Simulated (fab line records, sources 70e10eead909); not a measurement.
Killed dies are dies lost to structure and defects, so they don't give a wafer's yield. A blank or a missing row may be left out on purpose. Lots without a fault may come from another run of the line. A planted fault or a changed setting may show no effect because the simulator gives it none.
fab line records | flow nand_harc
record lots=5 wafers=15 last_day=23
route steps=1159 shown A_STAIRCASE@572 END@1159
lots that met no fault: from a run of the same line without faults
start_h: hours from the record's first day to the start of the lot's first wafer shown | wait_h: hours since the lot's step before | " the same as in the row above | L1.1+2: a row that stands for several wafers | - no value, or no start given | * or withheld: withheld | < > ~ a bound
route shown NAME@n: a module of which the file shows steps, and the number in the route of the first | usual: mean/standard deviation of fault-free wafers | same: alike in all rows | chamber/n: place in a boat | sites: the reading at each site | _std_site: their standard deviation | _edge_site: outer sites' mean less inner sites' | radius_mm: how far each site lies from the wafer's centre | mask NAME#n: copy n | behind: the tool/chamber that last shaped the wafer | hold: why the lot was held/for how many hours/how that ended | device: the transistor (n, p or np) that didn't switch | end of line: the same wafers' tests at the end of the route | a step without rows: its recipe alone | killed: dies lost to structure and defects at the first sort, not the wafer's yield | map: a wafer's dies, x killed, . not, _ none there
set.NAME: the setting as run; set.NAME@STEP: as run at that earlier step | model.NAME: the simulator's own value behind a step, which no gauge read
lots at some steps of the route; a table a step, a row a wafer
services: from which hour (start_h, from the record's first day; less than 0 if before it) a tool's chamber was out of use, for how many hours, and why
## steps
# step NHARC_A_STAIRCASE_COAT_178
# recipe spin_rpm=1200
# step NHARC_A_STAIRCASE_SOFTBAKE_179
# recipe temp_c=135 time_s=170
# step NHARC_A_STAIRCASE_EBR_180
# step NHARC_A_STAIRCASE_EXPOSE_181
# recipe na=0.5 dose_mj=27.87 mask_id=STAIR_2
# step NHARC_A_STAIRCASE_PEB_182
# recipe peb_temp_c=115 peb_time_s=130
# step NHARC_A_STAIRCASE_DEVELOP_183
# recipe time_s=140
# step NHARC_A_STAIRCASE_HARDBAKE_185
# recipe temp_c=120 time_s=140
# step NHARC_A_STAIRCASE_DESCUM_186
# recipe time_s=3 o2_flow_sccm=200 ar_flow_sccm=0 bias_power_w=0 chemistry=O2
# usual drypump_motor_current_A=5.5/0.39 oes_product_au=1.004/0.0095 rf_vpp_V=57.8/0.94 showerhead_plenum_p_Torr=1.89/0.064 throttle_valve_pct=11.312/0.0089
# same time_s=3
# columns lot.wafer tool chamber start_h wait_h drypump_motor_current_A oes_product_au rf_hours_counter_h rf_vpp_V showerhead_plenum_p_Torr throttle_valve_pct
L260.4 rie_diel-04 3 250.22 - 5.2 1.008 41 57.3 1.83 11.324
L260.3 " 0 " " 5.6 0.994 44 57.0 1.91 11.324
L260.5 " 2 " " 5.9 1.019 - 58.2 1.89 11.320
L266.4 rie_diel-01 3 287.02 - 5.4 0.999 55 57.9 1.94 11.312
L266.1 " 2 " " 6.2 1.004 60 57.6 1.85 11.318
L266.6 " 3 " " 5.4 0.987 - 58.1 1.94 11.305
L273.2 rie_diel-01 2 333.43 - 6.2 1.001 5 58.1 1.85 11.306
L273.4 " 3 " " 5.3 0.995 5 57.7 1.93 11.306
L273.5 " 2 " " 6.2 1.011 - 58.0 1.85 11.312
L277.1 rie_diel-04 3 346.27 - 5.3 0.988 19 57.8 1.82 11.323
L277.6 " 0 " " 5.6 1.002 - 56.0 1.90 11.315
L277.5 " 1 " " 5.0 0.998 - 56.2 1.91 11.305
L278.3 rie_diel-02 0 363.79 - 5.9 1.010 10 57.5 1.88 11.308
L278.6 " 0 " " 6.0 1.000 - 57.7 1.88 11.311
L278.5 " 1 " " 5.5 1.024 - 58.7 1.94 11.302
# step NHARC_A_STAIRCASE_TRIM_187
# recipe time_s=211.2 o2_flow_sccm=500 ar_flow_sccm=0 bias_w=0 chemistry=O2
# usual drypump_motor_current_A=5.5/0.39 oes_product_au=1.005/0.0092 rf_vpp_V=57.6/0.89 showerhead_plenum_p_Torr=3.48/0.11 throttle_valve_pct=17.036/0.0099
# same time_s=211.2
# columns lot.wafer tool chamber start_h wait_h drypump_motor_current_A oes_product_au rf_hours_counter_h rf_vpp_V showerhead_plenum_p_Torr throttle_valve_pct
L260.4 rie_diel-04 3 250.38 0.2 5.2 1.007 41 58.0 3.39 17.031
L260.3 " 1 " " 4.9 1.014 48 58.5 3.54 17.023
L260.5 " 3 " " 5.3 1.010 - 57.9 3.39 17.036
L266.4 rie_diel-01 1 287.10 0.1 4.8 1.004 52 59.4 3.29 17.051
L266.1 " 2 " " 6.3 1.008 60 56.7 3.43 17.026
L266.6 " 2 " " 6.3 0.999 - 57.2 3.43 17.036
L273.4 rie_diel-01 1 333.65 0.2 4.8 1.000 4 58.8 3.81 17.043
L273.2 " 3 " " 5.4 0.991 5 56.0 3.56 17.021
L273.5 " 1 " " 4.8 0.994 - 57.2 3.81 17.047
L277.1 rie_diel-04 1 346.36 0.1 5.0 0.997 19 58.8 3.52 17.034
L277.6 " 3 " " 5.3 0.987 - 58.1 3.37 17.045
L277.5 " 0 " " 5.6 1.006 - 57.0 3.51 17.036
L278.3 rie_diel-02 2 363.88 0.1 5.2 1.017 9 58.1 3.80 17.057
L278.5 " 0 " " 6.0 1.012 - 59.0 3.47 17.050
L278.6 " 1 " " 5.5 1.023 - 58.1 3.57 17.042
# step NHARC_A_STAIRCASE_ETCH_188
# recipe target_depth_a=1000 time_s=40.5 ion_energy_ev=400 c4f8_flow_sccm=20 o2_flow_sccm=10 ar_flow_sccm=withheld rf_w=600 bias_w=1000 chemistry=C4F8/O2
# usual oes_product_au=0.943/0.015 rf_fwd_power_W=592.6/2.1 rf_vpp_V=894/4.3 run_length_s=61.8/0.51
# same time_s=40.5
# columns lot.wafer tool chamber start_h wait_h oes_product_au rf_fwd_power_W rf_hours_counter_h rf_vpp_V run_length_s
L260.3 rie_diel-04 1 - - 0.920 593.8 49 897 61.3
L260.4 " 2 " " 0.947 589.9 49 895 62.6
L260.5 " 0 " " 0.931 597.4 - 894 61.7
L266.1 rie_diel-01 1 - - 0.935 593.3 52 887 61.8
L266.4 " 3 " " 0.939 590.1 56 897 61.4
L266.6 " 2 " " 0.947 588.8 - 892 61.3
L273.2 rie_diel-01 2 - - 0.942 593.2 5 893 61.5
L273.4 " 3 " " 0.933 587.9 5 895 61.7
L273.5 " 1 " " 0.946 596.7 - 907 61.7
L277.1 rie_diel-04 3 - - 0.932 594.2 20 890 61.2
L277.6 " 1 " " 0.941 589.7 - 896 61.1
L277.5 " 2 " " 0.953 588.9 - 896 62.6
L278.3 rie_diel-02 2 - - 0.937 592.0 9 906 62.5
L278.6 " 2 " " 0.963 593.1 - 906 62.8
L278.5 " 0 " " 0.949 593.9 - 894 61.9
# step NHARC_A_STAIRCASE_TRIM_189
# recipe time_s=211.2 o2_flow_sccm=500 ar_flow_sccm=0 bias_w=0 chemistry=O2
# usual drypump_motor_current_A=5.5/0.39 oes_product_au=1.005/0.01 rf_vpp_V=57.7/0.89 showerhead_plenum_p_Torr=3.49/0.11 throttle_valve_pct=17.036/0.0086
# same time_s=211.2
# columns lot.wafer tool chamber start_h wait_h drypump_motor_current_A oes_product_au rf_hours_counter_h rf_vpp_V showerhead_plenum_p_Torr throttle_valve_pct
L260.4 rie_diel-04 1 - - 4.9 1.013 49 58.8 3.54 17.045
L260.3 " 2 " " 5.9 1.022 49 57.3 3.50 17.042
L260.5 " 3 " " 5.3 1.007 - 58.3 3.39 17.041
L266.1 rie_diel-01 0 - - 5.9 1.018 52 57.3 3.31 17.032
L266.4 " 1 " " 4.8 1.010 52 55.9 3.29 17.042
L266.6 " 0 " " 5.9 1.014 - 58.1 3.31 17.047
L273.4 rie_diel-01 0 - - 5.9 0.997 4 56.8 3.30 17.037
L273.2 " 1 " " 4.8 0.988 4 58.4 3.81 17.052
L273.5 " 2 " " 6.2 1.021 - 58.6 3.42 17.034
L277.1 rie_diel-04 3 - - 5.2 0.986 20 56.8 3.37 17.050
L277.6 " 1 " " 5.0 1.002 - 58.9 3.52 17.025
L277.5 " 2 " " 5.9 0.997 - 59.0 3.48 17.030
L278.3 rie_diel-02 1 - - 5.5 1.017 10 58.1 3.57 17.036
L278.6 " 1 " " 5.5 1.022 - 57.5 3.57 17.036
L278.5 " 2 " " 5.2 1.006 - 59.8 3.80 17.030
# step NHARC_A_STAIRCASE_ETCH_190
# recipe target_depth_a=1000 time_s=40.5 ion_energy_ev=400 c4f8_flow_sccm=20 o2_flow_sccm=10 ar_flow_sccm=withheld rf_w=600 bias_w=1000 chemistry=C4F8/O2
# usual oes_product_au=0.943/0.012 rf_fwd_power_W=592.6/2.2 rf_vpp_V=894/4 run_length_s=61.8/0.54
# columns lot.wafer tool chamber start_h wait_h oes_product_au rf_fwd_power_W rf_hours_counter_h rf_vpp_V run_length_s
L260.4 rie_diel-04 1 250.92 - 0.949 593.9 49 896 61.2
L260.3 " 2 " " 0.954 593.0 49 894 62.6
L260.5 " 0 " " 0.929 594.5 - 895 62.1
L266.1 rie_diel-01 1 287.49 - 0.940 591.6 52 886 61.5
L266.4 " 3 " " 0.942 594.7 56 897 61.8
L266.6 " 1 " " 0.940 596.9 - 887 61.3
L273.4 rie_diel-01 2 334.04 - 0.949 591.0 5 891 61.1
L273.2 " 0 " " 0.955 594.5 4 888 71.8
L273.5 " 2 " " 0.962 591.6 - 892 61.2
L277.1 rie_diel-04 0 347.26 - 0.921 596.6 22 896 62.0
L277.5 " 1 " " 0.925 593.6 - 897 61.3
L277.6 " 2 " " 0.920 592.0 - 893 62.6
L278.3 rie_diel-02 2 364.34 - 0.964 591.9 9 904 62.3
L278.6 " 0 " " 0.961 590.9 - 893 61.5
L278.5 " 1 " " 0.961 590.1 - 898 61.3
# step NHARC_A_STAIRCASE_TRIM_191
# recipe time_s=211.2 o2_flow_sccm=500 ar_flow_sccm=0 bias_w=0 chemistry=O2
# usual drypump_motor_current_A=5.5/0.4 oes_product_au=1.005/0.0088 rf_vpp_V=57.8/0.79 showerhead_plenum_p_Torr=3.49/0.11 throttle_valve_pct=17.036/0.0077
# same time_s=211.2
# columns lot.wafer tool chamber start_h wait_h drypump_motor_current_A oes_product_au rf_hours_counter_h rf_vpp_V showerhead_plenum_p_Torr throttle_valve_pct
L260.3 rie_diel-04 3 - - 5.3 1.001 42 56.7 3.39 17.025
L260.4 " 0 " " 5.6 1.001 44 58.3 3.53 17.030
L260.5 " 2 " " 5.9 1.003 - 58.5 3.50 17.031
L266.1 rie_diel-01 3 - - 5.4 0.995 56 58.2 3.57 17.032
L266.4 " 1 " " 4.8 1.015 52 57.3 3.29 17.054
L266.6 " 3 " " 5.4 1.002 - 58.9 3.57 17.041
L273.4 rie_diel-01 1 - - 4.8 0.997 4 57.9 3.81 17.039
L273.2 " 3 " " 5.4 1.003 5 57.4 3.56 17.027
L273.5 " 1 " " 4.8 1.006 - 59.6 3.81 17.037
L277.1 rie_diel-04 3 - - 5.2 0.986 20 57.4 3.37 17.045
L277.5 " 3 " " 5.2 0.980 - 57.5 3.37 17.035
L277.6 " 0 " " 5.6 1.000 - 58.4 3.51 17.041
L278.3 rie_diel-02 2 - - 5.2 1.009 9 59.1 3.80 17.044
L278.6 " 2 " " 5.2 1.005 - 59.6 3.80 17.043
L278.5 " 1 " " 5.5 1.018 - 57.5 3.57 17.042
# step NHARC_END_SORT_01
# recipe temp_c=25
# usual killed_at_array=27/11 killed_at_other=0.7/1.1 killed_at_periphery=3.4/2.1 killed_dies=31/12 killed_open=3.6/2 killed_short=2.0/1.3
# same gross_dies=677
# columns lot.wafer tool chamber start_h wait_h killed_at_array killed_at_other killed_at_periphery killed_dies killed_open killed_short
L266.1 prober-02 0 482.63 2.5 28 0 1 29 2 1
L266.4 prober-02 0 485.04 3.4 38 1 2 41 4 3
L266.6 prober-02 0 486.65 4.0 33 0 3 36 7 4
L273.2 prober-02 0 541.18 2.8 350 1 8 359 3 1
L273.4 prober-02 0 542.77 3.4 26 0 4 30 2 3
L273.5 prober-02 0 543.57 3.7 28 1 3 32 3 4
L277.1 prober-01 0 546.44 2.5 29 0 1 30 6 0
L277.5 prober-01 0 549.64 3.7 29 0 3 32 2 1
L277.6 prober-01 0 550.44 4.0 22 1 5 28 4 1
L278.3 prober-02 0 558.81 3.2 45 0 2 47 6 4
L278.5 prober-02 0 560.45 3.8 35 0 2 37 1 4
L278.6 prober-02 0 561.26 4.1 38 0 4 42 4 2
# killed by level:class
L266.1 A_CHANNEL_HOLE_D1:chamber_film_flake=16 A_STAIRCASE:chamber_film_flake=8 P_M2:geometric_particle:open=1 A_ONON_D1:geometric_particle:open=1 A_CHANNEL_FILL_D1:geometric_particle:short=1 A_CONTACT:chamber_film_flake=1 A_BONDPAD:chamber_film_flake=1
L266.4 A_CHANNEL_HOLE_D1:chamber_film_flake=22 A_STAIRCASE:chamber_film_flake=4 A_CONTACT:geometric_particle:open=2 A_CONTACT:geometric_particle:short=2 A_ZERO_WELL:chamber_film_flake=2 A_SGD_CUT:chamber_film_flake=2 A_CONTACT:chamber_film_flake=2 P_CONTACT:geometric_particle:short=1
L266.6 A_CHANNEL_HOLE_D1:chamber_film_flake=17 A_CONTACT:chamber_film_flake=4 A_CONTACT:geometric_particle:open=3 A_STAIRCASE:chamber_film_flake=3 P_CONTACT:geometric_particle:short=2 A_ONON_D1:geometric_particle:open=2 A_SOURCE_PLATE:geometric_particle:short=1 A_ONON_D1:geometric_particle:short=1
L273.2 A_STAIRCASE:area_etch=312 A_CHANNEL_HOLE_D1:chamber_film_flake=32 P_ZERO_WELL:chamber_film_flake=6 A_CONTACT:chamber_film_flake=2 P_CONTACT:geometric_particle:open=1 A_ONON_D1:geometric_particle:open=1 A_SGD_CUT:geometric_particle:short=1 A_BLC:geometric_particle:open=1
L273.4 A_CHANNEL_HOLE_D1:chamber_film_flake=18 P_ZERO_WELL:chamber_film_flake=3 A_CONTACT:chamber_film_flake=3 A_ONON_D1:geometric_particle:short=1 A_CHANNEL_HOLE_D1:geometric_particle:short=1 A_CHANNEL_FILL_D1:geometric_particle:short=1 A_CONTACT:geometric_particle:open=1 A_M0:geometric_particle:open=1
L273.5 A_CHANNEL_HOLE_D1:chamber_film_flake=18 A_CONTACT:chamber_film_flake=5 P_ZERO_WELL:chamber_film_flake=2 P_CONTACT:geometric_particle:short=1 A_SOURCE_PLATE:geometric_particle:open=1 A_WL_FILL:geometric_particle:short=1 A_CONTACT:geometric_particle:open=1 A_CONTACT:geometric_particle:short=1
L277.1 A_SLIT:chamber_film_flake=14 A_CHANNEL_HOLE_D1:chamber_film_flake=6 A_SGD_CUT:chamber_film_flake=3 A_BLC:geometric_particle:open=2 P_M0:geometric_particle:open=1 A_SOURCE_PLATE:geometric_particle:open=1 A_CONTACT:geometric_particle:open=1 A_M1:geometric_particle:open=1
L277.5 A_SLIT:chamber_film_flake=14 A_SGD_CUT:chamber_film_flake=6 A_CHANNEL_HOLE_D1:chamber_film_flake=5 P_M0:geometric_particle:short=1 A_CONTACT:geometric_particle:open=1 A_M1:geometric_particle:open=1 P_GATE:chamber_film_flake=1 P_BONDPAD:chamber_film_flake=1
L277.6 A_SGD_CUT:chamber_film_flake=6 A_SLIT:chamber_film_flake=6 P_BONDPAD:chamber_film_flake=5 A_CHANNEL_HOLE_D1:chamber_film_flake=5 A_CONTACT:geometric_particle:open=2 A_SOURCE_PLATE:geometric_particle:open=1 A_WL_FILL:geometric_particle:short=1 A_M1:geometric_particle:open=1
L278.3 A_CHANNEL_HOLE_D1:chamber_film_flake=28 A_WL_FILL:geometric_particle:short=2 A_CONTACT:geometric_particle:open=2 A_M0:geometric_particle:open=2 A_SGD_CUT:chamber_film_flake=2 A_CONTACT:chamber_film_flake=2 P_CONTACT:geometric_particle:open=1 A_SOURCE_PLATE:geometric_particle:open=1
L278.5 A_CHANNEL_HOLE_D1:chamber_film_flake=30 P_CONTACT:geometric_particle:short=1 P_M0:geometric_particle:open=1 A_SOURCE_PLATE:geometric_particle:short=1 A_ONON_D1:geometric_particle:short=1 A_WL_FILL:geometric_particle:short=1 A_ZERO_WELL:chamber_film_flake=1 A_STAIRCASE:chamber_film_flake=1
L278.6 A_CHANNEL_HOLE_D1:chamber_film_flake=30 A_CONTACT:chamber_film_flake=3 A_ZERO_WELL:chamber_film_flake=2 P_CONTACT:geometric_particle:open=1 P_M0:geometric_particle:open=1 P_M2:geometric_particle:open=1 P_M2:geometric_particle:short=1 A_ONON_D1:geometric_particle:open=1
# map L273.2 (x killed, . not)
____________x____________
_________xxxxxxx_________
_______xxxxxxxxxxx_______
______xxxxxxxxxxxxx______
_____xxxxxxxxx.xxxxx_____
____xxxxxxxxxxxx.xxxx____
____xxxxxx.xxxx.xxxxx____
___x.xxxxxx.xxxxxxxxxx___
___xxxxxxxxx....x.xxxx___
__xxxx.xxxx.x.....xxxxx__
__xxx.xxxxx.xx..xxx.xxx__
_x.xxxx....x..x....x..xx_
_x.xxxx..........xx.x.xx_
_xxxx.xx.........xxx.xxx_
_xxx.x.x.x........x.x.x._
_xxx.x......x......x.xx._
xxxxx.........x...x.x.x.x
x.x.x................x.xx
xxxx.x................x.x
xxx............x..xx.xxxx
xxx.xx........x....x..xxx
_xxx.x............xx..x._
_xx.xxx.x..x..........xx_
_x..xxxxx......xx.x...x._
_x.x.xxx..x......x....xx_
_.xxxxxxxx....x..x....xx_
__x.xxxxx.......xx.x..x__
__.xxxxx.x......x..xxxx__
___xxxxx.x.......xxxxx___
___xxx.xx....xx......x___
____.xx........xxxx.x____
____xxx....x.x..x.xx.____
_____xxx.x.xxx..x..x_____
______..xxx..xxx.x.______
_______xxxxx..xx.._______
_________x..x.x._________
____________x____________
# map L266.4 (x killed, . not)
____________.____________
_________......._________
_______..........._______
______.......x.....______
_____..............._____
____.................____
____.................____
___.......x.....x.....___
___............x......___
__.....................__
__.....................__
_....x................x._
_......x.....x.........._
_......................._
_......................._
_......................x_
.......................x.
.........................
...........x.............
...x......x.x............
..........x..............
_xx.......xxx..........._
_.......xxxxxxxx........_
_.........xxx..........._
_..xx.....x.x..........._
_......................._
__...x.................__
__..x...x..x...........__
___.........x.........___
___...................___
____...x.............____
____.................____
_____..............._____
______.............______
_______..........._______
_________......._________
____________.____________
## services
# columns tool chamber start_h hours kind
rie_diel-02 3 229.59 5.3 repair
rie_diel-01 0 236.14 16.6 repair
rie_diel-04 0 243.65 - clean
rie_diel-04 1 243.65 - clean
rie_diel-04 2 243.65 - clean
rie_diel-04 3 243.65 - clean
rie_diel-01 1 246.13 - clean
rie_diel-01 2 246.13 - clean
rie_diel-01 3 246.13 - clean
rie_diel-04 0 268.18 - clean
rie_diel-04 1 268.18 - clean
rie_diel-04 2 268.18 - clean
rie_diel-04 3 268.18 - clean
rie_diel-01 0 270.68 - clean
rie_diel-01 1 270.68 - clean
rie_diel-01 2 270.68 - clean
rie_diel-01 3 270.68 - clean
rie_diel-04 - 288.94 9.0 pm
rie_diel-04 0 288.94 9.0 vent_cycle
rie_diel-04 3 308.63 6.8 repair
rie_diel-01 - 315.80 9.0 pm
rie_diel-02 - 328.71 9.0 pm
rie_diel-02 3 355.31 12.3 repair
rie_diel-04 3 359.07 13.1 repair
## key
first_sign step=NHARC_A_STAIRCASE_ETCH_190 reading=run_length_s direction=up sigmas=19 usual=* struck=*
effect step=NHARC_END_SORT_01 reading=killed_at_array direction=up sigmas=28 usual=27 struck=350
more_kills_born_at NHARC_A_STAIRCASE_ETCH_190@rie_diel-01=312
met_at NHARC_A_STAIRCASE_ETCH_190
struck_wafers L273.2
tester_left_out L273
fault kind=process_parameter_drift tool=rie_diel-01 chamber=0 onset_h=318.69 steps=NHARC_A_STAIRCASE_ETCH_190 channel=time_s offset=* shape=step end_h=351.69 acts_in=* stated=*
# tester_left_out: of these lots the tester's yield and bins aren't shown, on N5 and GAA mostly nor the transistor test; their killed dies are dies lost to structure and defects alone, not to doping, threshold or leakage, so they don't give the yield
